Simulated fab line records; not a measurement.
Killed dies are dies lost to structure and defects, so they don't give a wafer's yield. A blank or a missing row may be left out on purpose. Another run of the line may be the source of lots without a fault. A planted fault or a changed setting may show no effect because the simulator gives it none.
fab line records ; flow n5_finfet
record: lots: 10; wafers: 28; last_day: 17
route steps=1938 shown BEOL_M4@1111 BEOL_M5@1127 PASSIVATION@1936
lots that met no fault: taken from a fault-free run of the same line
start_h: the number of hours between the record's first day and the start of the first shown wafer of the lot ; wait_h: hours since the lot's step before ; " same as the row above ; L1.1+2: a row that stands for several wafers ; - either no value or no given start ; * or withheld: withheld ; < > ~ a bound
route shown NAME@n: names a module that has steps shown in the file, with the first one's number in the route ; usual: average and standard deviation across the fault-free wafers ; same: alike in all rows ; chamber/n: place in a boat ; sites: the reading at each site ; _std_site: standard deviation of those values ; _edge_site: the outer-site mean with the inner-site mean subtracted ; radius_mm: how far each site lies from the wafer's centre ; mask NAME#n: copy n ; behind: tool/chamber where the wafer was last shaped ; hold: cause of the lot's hold/its duration in hours/its outcome ; device: which transistor (n, p or np) failed to switch ; end of line: the route-end tests of the same wafers ; a step without rows: its recipe alone ; killed: the dies lost at the first sort to structure and to defects; this is not the yield of the wafer ; map: dies across one wafer; x = killed, . = not, _ = none there
set.NAME: setting as actually run; set.NAME@STEP: the setting as run at that earlier step ; model.NAME: the simulator's own value behind a step, which no gauge read
a sample of lots followed through the steps of the route, with each step as a table and each wafer as a row
services: when a tool's chamber went out of use (start_h, in hours from the record's first day, below 0 if earlier), for how many hours, and the reason
== steps ==
step: N5_BEOL_M4_RC_MEAS_101
usual: DIBL_N: 36.9/2.1; DIBL_P: 37.1/2.5; IOFF_N: 0.17/0.039; IOFF_P: 0.23/0.043; ION_N: 673/15; ION_P: 462/9.1; SS_N: 71.8/0.69; SS_P: 73.6/0.74; VT_N: 250/3.6; VT_P: -249.7/2.9
lot.wafer;tool;chamber;start_h;wait_h;DIBL_N[mV/V];DIBL_P[mV/V];IOFF_N[nA/um];IOFF_P[nA/um];ION_N[uA/um];ION_P[uA/um];SS_N[mV/dec];SS_P[mV/dec];VT_N[mV];VT_P[mV]
L477.4;prober-02;0;197.94;0.5;35.4;35.1;0.14;0.20;662;456;71.9;74.4;255;-251.6
L477.5;prober-02;0;197.94;0.5;34.6;34.5;0.14;0.19;659;451;72.0;73.8;254;-250.6
L477.6;prober-02;0;197.94;0.5;37.6;37.6;0.18;0.22;683;469;72.3;74.3;251;-250.2
L479.2;prober-01;0;198.34;0.2;35.2;34.9;0.13;0.19;657;453;71.6;72.6;254;-252.9
L479.3;prober-01;0;198.34;0.2;38.6;38.4;0.20;0.26;673;462;71.9;73.9;250;-246.8
L479.6;prober-01;0;198.34;0.2;39.4;39.8;0.21;0.27;680;467;71.9;73.5;245;-245.6
L480.1;prober-02;0;205.37;0.0;36.1;34.1;0.13;0.19;668;461;70.6;72.6;256;-251.9
L480.4;prober-02;0;205.37;0.0;36.6;36.1;0.14;0.22;676;470;71.1;72.7;251;-249.4
L480.5;prober-02;0;205.37;0.0;36.8;36.1;0.15;0.23;654;456;71.0;73.3;252;-248.9
L483.1;prober-02;0;230.13;0.0;35.7;36.2;0.15;0.23;671;473;71.8;74.2;254;-250.8
L483.2;prober-02;0;230.13;0.0;33.3;32.3;0.12;0.17;657;459;70.3;73.5;255;-253.7
L483.4;prober-02;0;230.13;0.0;36.0;36.7;0.16;0.24;659;458;71.3;74.0;250;-248.8
L485.2;prober-02;0;242.45;0.2;36.2;36.8;0.17;0.22;659;451;72.7;72.9;252;-249.3
L485.4;prober-02;0;242.45;0.2;37.6;40.2;0.22;0.29;682;468;72.4;73.5;249;-247.1
L485.5;prober-02;0;242.45;0.2;35.9;36.7;0.16;0.21;663;455;72.2;73.3;254;-252.4
L486.1;prober-01;0;250.85;0.0;36.4;37.1;0.15;0.22;675;465;72.1;73.7;253;-253.2
L486.5;prober-01;0;250.85;0.0;38.6;37.3;0.18;0.21;668;458;73.1;73.4;249;-252.3
L486.6;prober-01;0;250.85;0.0;37.2;37.6;0.15;0.23;675;472;71.5;73.6;254;-250.4
L491.2;prober-01;0;279.56;0.2;34.4;34.4;0.12;0.16;665;450;71.6;73.0;254;-251.9
L491.4;prober-01;0;279.56;0.2;37.2;37.1;0.17;0.19;671;457;71.5;73.6;249;-252.1
L491.5;prober-01;0;279.56;0.2;38.1;38.7;0.19;0.22;687;462;71.6;73.9;246;-250.4
L492.2;prober-01;0;284.13;0.2;40.9;43.4;0.28;0.34;707;486;74.2;75.1;243;-244.5
L492.3;prober-01;0;284.13;0.2;39.5;40.8;0.22;0.28;682;456;73.1;75.3;244;-247.6
L494.2;prober-01;0;299.57;0.2;35.2;35.2;0.16;0.24;658;459;71.6;73.2;249;-246.8
L494.4;prober-01;0;299.57;0.2;33.2;32.6;0.13;0.19;666;464;71.5;72.3;252;-248.8
L494.5;prober-01;0;299.57;0.2;35.0;34.3;0.17;0.21;649;453;72.1;72.9;250;-248.8
L496.4;prober-01;0;302.64;0.5;34.0;35.0;0.15;0.20;686;473;71.6;73.2;247;-249.2
L496.6;prober-01;0;302.64;0.5;39.7;42.6;0.27;0.35;712;485;73.2;75.6;242;-245.4
step: N5_BEOL_M5_OVL_MEAS_12
recipe: points_per_wafer: 522
usual: M5_OVL: -0.4/0.78
lot.wafer;tool;chamber;start_h;wait_h;M5_OVL[nm]
L477.4;overlay-02;0;201.73;0.0;-0.4
L477.5;overlay-02;0;201.73;0.0;1.1
L477.6;overlay-02;0;201.73;0.0;0.8
L479.2;overlay-01;0;202.24;0.0;-0.8
L479.3;overlay-01;0;202.24;0.0;-1.5
L479.6;overlay-01;0;202.24;0.0;-0.1
L480.1;overlay-01;0;208.79;0.0;0.5
L480.4;overlay-01;0;208.79;0.0;-1.1
L480.5;overlay-01;0;208.79;0.0;-0.6
L483.1;overlay-02;0;234.11;0.0;0.1
L483.2;overlay-02;0;234.11;0.0;0.4
L483.4;overlay-02;0;234.11;0.0;-1.1
L485.2;overlay-01;0;245.40;0.0;-0.1
L485.4;overlay-01;0;245.40;0.0;-0.2
L485.5;overlay-01;0;245.40;0.0;0.5
L486.1;overlay-01;0;254.32;0.0;-0.7
L486.5;overlay-01;0;254.32;0.0;-1.6
L486.6;overlay-01;0;254.32;0.0;-1.2
L491.2;overlay-02;0;281.79;0.0;-0.7
L491.4;overlay-02;0;281.79;0.0;0.2
L491.5;overlay-02;0;281.79;0.0;-1.4
L492.2;overlay-01;0;286.56;0.0;-0.6
L492.3;overlay-01;0;286.56;0.0;-1.5
L494.2;overlay-01;0;302.03;0.0;2.0
L494.4;overlay-01;0;302.03;0.0;1.0
L494.5;overlay-01;0;302.03;0.0;0.3
L496.4;overlay-01;0;304.46;0.0;0.3
L496.6;overlay-01;0;304.46;0.0;0.3
step: N5_BEOL_M5_DESCUM_33
recipe: chemistry: O2; time_s: 7; source_power_w: 50; bias_power_w: 20; pressure_mtorr: 20; rf_frequency_hz: 2.712e+07; temp_c: 40; resist: CAR-EUV; o2_flow_sccm: 225
usual: drypump_motor_current_A: 5.9/0.52; oes_product_au: 0.79/0.082; rf_fwd_power_W: 49.47/0.2; rf_vpp_V: 243.1/1.3; showerhead_plenum_p_Torr: 2.10/0.063; throttle_valve_pct: 20.40/0.29
lot.wafer;tool;chamber;start_h;wait_h;drypump_motor_current_A;oes_product_au;rf_fwd_power_W;rf_hours_counter_h;rf_vpp_V;showerhead_plenum_p_Torr;throttle_valve_pct
L477.4;rie_diel-02;3;203.95;0.4;6.0;0.69;49.46;186;242.0;2.10;20.98
L477.5;rie_diel-02;2;203.95;0.4;6.2;0.89;49.64;-;245.0;2.22;20.21
L477.6;rie_diel-02;3;203.95;0.4;6.0;0.69;49.48;-;242.3;2.10;20.98
L479.2;rie_diel-01;3;204.33;0.2;6.3;0.73;49.68;187;244.1;2.09;20.28
L479.3;rie_diel-01;1;204.33;0.2;6.4;0.88;49.37;50;243.6;2.13;20.59
L479.6;rie_diel-01;1;204.33;0.2;6.4;0.88;49.47;-;243.0;2.13;20.60
L480.1;rie_diel-02;2;209.74;0.0;6.2;0.89;49.52;28;244.1;2.22;20.22
L480.4;rie_diel-02;1;209.74;0.0;5.4;0.74;49.42;171;243.3;2.06;20.10
L480.5;rie_diel-02;1;209.74;0.0;5.4;0.74;49.68;-;241.2;2.06;20.12
L483.1;rie_diel-01;2;237.43;0.5;6.8;0.78;49.71;138;243.4;2.02;20.06
L483.2;rie_diel-01;1;237.43;0.5;6.3;0.86;49.31;61;242.7;2.12;20.62
L483.4;rie_diel-01;0;237.43;0.5;5.1;0.88;49.29;54;242.8;2.05;20.16
L485.2;rie_diel-02;2;247.56;0.3;6.2;0.86;49.47;39;243.7;2.22;20.23
L485.4;rie_diel-02;3;247.56;0.3;6.0;0.68;49.55;199;243.5;2.10;21.01
L485.5;rie_diel-02;0;247.56;0.3;5.6;0.90;49.41;-;244.0;2.13;20.40
L486.1;rie_diel-01;3;256.73;0.0;6.2;0.72;49.42;203;242.1;2.09;20.32
L486.5;rie_diel-01;2;256.73;0.0;6.8;0.77;49.51;-;242.7;2.01;20.07
L486.6;rie_diel-01;3;256.73;0.0;6.3;0.71;49.23;-;242.6;2.09;20.32
L491.2;rie_diel-02;1;286.67;1.4;5.3;0.73;49.43;190;243.6;2.05;20.15
L491.4;rie_diel-02;0;286.67;1.4;5.6;0.89;49.49;23;243.9;2.13;20.38
L491.5;rie_diel-02;1;286.67;1.4;5.4;0.74;49.35;-;242.7;2.05;20.14
L492.2;rie_diel-02;0;288.72;0.2;5.6;0.89;49.41;24;244.1;2.13;20.37
L492.3;rie_diel-02;3;288.72;0.2;6.0;0.68;49.58;208;244.2;2.09;21.00
L494.2;rie_diel-02;0;303.13;0.0;5.6;0.89;49.48;29;244.5;2.13;20.39
L494.4;rie_diel-02;2;303.13;0.0;6.2;0.85;49.23;53;245.4;2.21;20.24
L494.5;rie_diel-02;3;303.13;0.0;6.0;0.67;49.71;-;243.1;2.09;21.01
L496.4;rie_diel-04;2;308.44;0.0;5.7;0.72;49.27;205;240.5;2.00;20.43
L496.6;rie_diel-04;0;308.44;0.0;6.0;0.70;49.54;-;244.3;2.14;20.53
step: N5_BEOL_M5_VIA_ETCH_34
recipe: chemistry: C4F6/O2; target: SiCOH_lowk; target_depth_a: 883; mask_material: SOC; taper_deg: 4; time_s: 39.2; ion_energy_ev: 250; pressure_mtorr: 30; source_w: 345; bias_w: 185; Ar_flow_sccm: 300; C4F6_flow_sccm: 10; O2_flow_sccm: 10
usual: C4F6_flow_sccm: 10.00/0.03; O2_flow_sccm: 10.001/0.029; drypump_motor_current_A: 5.9/0.52; oes_product_au: 0.79/0.08; rf_fwd_power_W: 341.5/1.5; rf_vpp_V: 662/20; showerhead_plenum_p_Torr: 2.85/0.091; throttle_valve_pct: 20.80/0.26
lot.wafer;tool;chamber;start_h;wait_h;C4F6_flow_sccm;O2_flow_sccm;drypump_motor_current_A;oes_product_au;rf_fwd_power_W;rf_hours_counter_h;rf_vpp_V;showerhead_plenum_p_Torr;throttle_valve_pct
L477.4;rie_diel-02;3;204.13;0.0;10.04;10.010;6.0;0.70;341.8;186;680;2.82;21.19
L477.5;rie_diel-02;2;204.13;0.0;9.98;10.000;6.2;0.89;340.4;-;650;3.01;20.67
L477.6;rie_diel-02;3;204.13;0.0;10.01;10.050;6.0;0.70;342.4;-;680;2.82;21.21
L479.2;rie_diel-01;3;204.51;0.0;10.00;10.001;6.2;0.72;342.6;187;655;2.81;20.49
L479.3;rie_diel-01;1;204.51;0.0;9.97;10.038;6.3;0.86;339.6;51;633;2.91;21.17
L479.6;rie_diel-01;1;204.51;0.0;9.99;10.003;6.3;0.86;339.8;-;635;2.92;21.15
L480.1;rie_diel-02;2;209.92;0.0;10.02;10.015;6.2;0.89;341.5;28;652;3.01;20.68
L480.4;rie_diel-02;1;209.92;0.0;9.98;9.950;5.3;0.74;342.6;171;663;2.84;20.82
L480.5;rie_diel-02;1;209.92;0.0;10.02;10.001;5.3;0.74;343.4;-;663;2.84;20.81
L483.1;rie_diel-01;2;237.61;0.0;10.05;10.052;6.8;0.77;341.0;138;672;2.73;20.40
L483.2;rie_diel-01;1;237.61;0.0;10.01;10.008;6.3;0.84;338.1;61;633;2.91;21.17
L483.4;rie_diel-01;0;237.61;0.0;9.98;10.034;5.1;0.86;341.0;54;672;2.75;20.41
L485.2;rie_diel-02;2;247.74;0.0;-;-;-;-;-;-;-;-;-
L485.4;rie_diel-02;3;247.74;0.0;-;-;-;-;-;-;-;-;-
L485.5;rie_diel-02;0;247.74;0.0;-;-;-;-;-;-;-;-;-
L486.1;rie_diel-01;3;256.91;0.0;-;-;-;-;-;-;-;-;-
L486.5;rie_diel-01;2;256.91;0.0;-;-;-;-;-;-;-;-;-
L486.6;rie_diel-01;3;256.91;0.0;-;-;-;-;-;-;-;-;-
L491.2;rie_diel-02;1;286.85;0.0;10.03;9.972;5.4;0.73;341.3;190;663;2.83;20.83
L491.4;rie_diel-02;0;286.85;0.0;10.04;9.983;5.6;0.88;341.9;23;630;2.90;20.84
L491.5;rie_diel-02;1;286.85;0.0;10.04;10.032;5.4;0.72;341.0;-;662;2.83;20.85
L492.2;rie_diel-02;0;288.90;0.0;10.06;10.015;5.6;0.88;341.2;24;628;2.89;20.84
L492.3;rie_diel-02;3;288.90;0.0;10.00;10.002;6.0;0.68;340.2;208;679;2.81;21.24
L494.2;rie_diel-02;0;303.31;0.0;10.01;9.992;5.6;0.88;341.9;29;631;2.89;20.83
L494.4;rie_diel-02;2;303.31;0.0;9.95;9.952;6.2;0.84;344.2;53;651;3.00;20.70
L494.5;rie_diel-02;3;303.31;0.0;10.05;9.989;6.0;0.67;342.1;-;679;2.81;21.24
L496.4;rie_diel-04;2;308.62;0.0;9.96;9.990;5.7;0.70;338.2;205;672;2.70;20.70
L496.6;rie_diel-04;0;308.62;0.0;9.99;9.936;6.1;0.69;341.7;-;712;2.93;21.03
step: N5_BEOL_M5_DEGAS_44
recipe: ambient: vacuum; temp_c: 250; time_s: 60
usual: heater_power_w: 326/30
lot.wafer;tool;chamber;start_h;wait_h;heater_power_w
L477.4;pvd_sputter-02;-;205.11;0.4;313
L477.5;pvd_sputter-02;-;205.11;0.4;337
L477.6;pvd_sputter-02;-;205.11;0.4;311
L479.2;pvd_sputter-03;-;206.66;1.4;350
L479.3;pvd_sputter-03;-;206.66;1.4;268
L479.6;pvd_sputter-03;-;206.66;1.4;337
L480.1;pvd_sputter-02;-;211.22;0.7;312
L480.4;pvd_sputter-02;-;211.22;0.7;355
L480.5;pvd_sputter-02;-;211.22;0.7;310
L483.1;pvd_sputter-03;-;238.78;0.3;262
L483.2;pvd_sputter-03;-;238.78;0.3;343
L483.4;pvd_sputter-03;-;238.78;0.3;369
L485.2;pvd_sputter-01;-;248.73;0.3;357
L485.4;pvd_sputter-01;-;248.73;0.3;337
L485.5;pvd_sputter-01;-;248.73;0.3;343
L486.1;pvd_sputter-01;-;257.80;0.4;336
L486.5;pvd_sputter-01;-;257.80;0.4;338
L486.6;pvd_sputter-01;-;257.80;0.4;363
L491.2;pvd_sputter-03;-;287.62;0.2;363
L491.4;pvd_sputter-03;-;287.62;0.2;336
L491.5;pvd_sputter-03;-;287.62;0.2;334
L492.2;pvd_sputter-01;-;289.70;0.3;338
L492.3;pvd_sputter-01;-;289.70;0.3;271
L494.2;pvd_sputter-03;-;304.07;0.2;267
L494.4;pvd_sputter-03;-;304.07;0.2;365
L494.5;pvd_sputter-03;-;304.07;0.2;334
L496.4;pvd_sputter-02;-;309.67;0.4;306
L496.6;pvd_sputter-02;-;309.67;0.4;295
step: N5_PASSIVATION_PROBE_49
usual: defect_limited_yield: 91.3/1.4; killed_at_M0_to_M3: 32/9.5; killed_at_M4_up: 14/5.2; killed_at_contacts: 13/5.7; killed_at_front_end: 41/12; killed_at_other: 3.5/2.6; killed_dies: 103/17; killed_on_rim: 14/4; killed_open: 68/14; killed_short: 32/7; sort_bin_4_leakage: 0.01/0.051; sort_bin_5_function: 5.0/0.91; sort_bin_6_memory: 3.3/0.7; sort_bin_8_speed: 0.03/0.22; sort_n_pass: 1076/17; sort_yield_pct: 91.2/1.4
same: gross_dies: 1180; killed_at_back_side: 0
lot.wafer;tool;chamber;start_h;wait_h;defect_limited_yield[%];killed_at_M0_to_M3;killed_at_M4_up;killed_at_contacts;killed_at_front_end;killed_at_other;killed_dies;killed_on_rim;killed_open;killed_short;sort_bin_4_leakage[%];sort_bin_5_function[%];sort_bin_6_memory[%];sort_bin_8_speed[%];sort_n_pass;sort_yield_pct[%]
L485.2;prober-01;-;341.73;0.1;0;46;1057;12;64;1;1180;152;81;55;0;95.5;4.4;0;0;0
L485.4;prober-01;-;341.83;0.2;0;58;1061;11;48;2;1180;152;103;41;0;95.2;4.3;0;0;0
L485.5;prober-01;-;341.88;0.2;0;41;1071;14;53;1;1180;152;87;30;0;96.0;3.5;0;0;0
L486.1;prober-01;-;355.51;0.0;0;25;1106;4;43;2;1180;152;50;31;0;97.3;2.5;0;0;0
L486.5;prober-01;-;355.71;0.2;0;39;1109;4;26;2;1180;152;52;32;0;96.9;2.8;0;0;0
L486.6;prober-01;-;355.76;0.3;0;23;1103;12;40;2;1180;152;52;29;0;97.0;2.5;0;0;0
killed by level:class
L485.2 BEOL_M5:area_etch=1044 FIN_SAQP:geometric_particle:open=24 BEOL_M1:geometric_particle:open=16 FIN_SAQP:geometric_particle:short=10 STI_FIN_REVEAL:geometric_particle:open=8 BEOL_M1:geometric_particle:short=8 MOL_CONTACT_COAG:geometric_particle:open=7 GATE_CUT:geometric_particle:short=7
L485.4 BEOL_M5:area_etch=1035 BEOL_M1:geometric_particle:open=14 FIN_SAQP:geometric_particle:open=13 MOL_CONTACT_COAG:geometric_particle:open=11 BEOL_M0_SAQP:geometric_particle:open=10 BEOL_M3:geometric_particle:open=10 GATE_CUT:geometric_particle:short=9 BEOL_M0:geometric_particle:open=7
L485.5 BEOL_M5:area_etch=1062 BEOL_M1:geometric_particle:open=20 FIN_SAQP:geometric_particle:open=12 MOL_CONTACT_COAG:geometric_particle:open=12 STI_FIN_REVEAL:geometric_particle:open=11 GATE_CUT:geometric_particle:short=11 GATE_CUT:geometric_particle:open=11 BEOL_M0:geometric_particle:open=6
L486.1 BEOL_M5:area_etch=1098 FIN_SAQP:geometric_particle:short=12 FIN_SAQP:geometric_particle:open=8 STI_FIN_REVEAL:geometric_particle:open=7 BEOL_M0_SAQP:geometric_particle:open=6 BEOL_M3:geometric_particle:open=6 DUMMY_GATE:geometric_particle:open=5 BEOL_M0_SAQP:geometric_particle:short=4
L486.5 BEOL_M5:area_etch=1095 BEOL_M2:geometric_particle:open=9 BEOL_M3:geometric_particle:open=9 BEOL_M0_SAQP:geometric_particle:open=7 BEOL_M4:geometric_particle:open=6 BEOL_M0_SAQP:geometric_particle:short=5 FIN_SAQP:geometric_particle:short=4 STI_FIN_REVEAL:geometric_particle:open=4
L486.6 BEOL_M5:area_etch=1096 FIN_SAQP:geometric_particle:short=14 FIN_SAQP:geometric_particle:open=11 MOL_CONTACT_COAG:geometric_particle:open=9 DUMMY_GATE:geometric_particle:open=5 BEOL_M2:geometric_particle:open=5 BEOL_M1:geometric_particle:open=4 GATE_CUT:geometric_particle:short=3
== services ==
tool;chamber;start_h;hours;kind
rie_diel-01;2;220.07;16.1;repair
rie_diel-02;0;264.59;16.2;repair
rie_diel-02;-;271.50;14.6;pm
pvd_sputter-02;-;303.66;4.3;repair
== key ==
first_sign: step: N5_BEOL_M5_VIA_ETCH_34; reading: tool_record; direction: missing
effect: step: N5_PASSIVATION_PROBE_49; reading: killed_at_M4_up; direction: up; sigmas: 99+; usual: 14; struck: 1084
more_kills_born_at: N5_BEOL_M5_VIA_ETCH_34@rie_diel-01: 3289; N5_BEOL_M5_VIA_ETCH_34@rie_diel-02: 3141
met_at N5_BEOL_M5_VIA_ETCH_34
struck_lots L485,L486
later_rows_left_out L485.2,L485.4,L485.5,L486.1,L486.5,L486.6
not_acting_at N5_BEOL_M5_OVL_MEAS_12,N5_BEOL_M5_DESCUM_33,N5_BEOL_M5_DEGAS_44
onset_between 237.61 247.74
fault: kind: skipped_step_whole; tool: rie_diel-01,rie_diel-02; chamber: -; onset_h: 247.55; steps: N5_BEOL_M5_VIA_ETCH_34; scope: struck_lots_only
later_rows_left_out: the simulator's readings of these wafers behind a module that went badly wrong aren't trusted and aren't shown, but for the sort
